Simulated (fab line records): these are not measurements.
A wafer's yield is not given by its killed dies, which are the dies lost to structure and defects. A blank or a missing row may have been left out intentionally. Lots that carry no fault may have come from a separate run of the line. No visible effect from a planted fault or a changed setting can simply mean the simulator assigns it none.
Matching of chambers ; flow nand_harc ; NHARC_A_STAIRCASE_DEP_151 on pecvd-01: 3 sister chambers
The step deposits SiO2, target thk 3800 nm. 3 wafers are shown with their chamber, then 10 later ones without.

== WAFERS WITH THEIR CHAMBER ==
wafer;chamber;heater_power_outer_w (W)
L086.5;2;365
L091.4;1;361
L091.5;0;349

== WAFERS WITHOUT THEIR CHAMBER ==
wafer;heater_power_outer_w (W)
L091.6;354
L089.3;378
L089.5;370
L089.6;359
L093.1;412
L093.3;442
L093.4;349
L096.1;463
L096.2;402
L096.3;435

== EACH ONE'S CHAMBER ==
wafer;from the rows above;in truth
L091.6;can't be placed: 0 or 1 or 2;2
L089.3;can't be placed: 2 or 1 or 0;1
L089.5;can't be placed: 2 or 1 or 0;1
L089.6;can't be placed: 1 or 2 or 0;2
L093.1;can't be placed: 2 or 1 or 0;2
L093.3;can't be placed: 2 or 1 or 0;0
L093.4;can't be placed: 0 or 1 or 2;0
L096.1;can't be placed: 2 or 1 or 0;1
L096.2;can't be placed: 2 or 1 or 0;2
L096.3;can't be placed: 2 or 1 or 0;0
0 of 10 placed correctly. Unplaceable from these rows: 10, with the true chamber sitting among the candidates in 10. Placed wrongly: 0.
How it was worked out, from the rows above alone: a wafer's distance from a chamber is the root of the sum, over the readings, of the square of ((its reading less the chamber's mean) divided by the reading's scatter). If the next closest chamber is less than 2 further off than the closest, the wafer can't be placed; otherwise it belongs to the closest. A chamber's mean is the mean of its shown wafers. The scatter (one wafer shown for each chamber): square how far every hidden wafer sits from the nearest shown wafer, average those squares and take the square root.
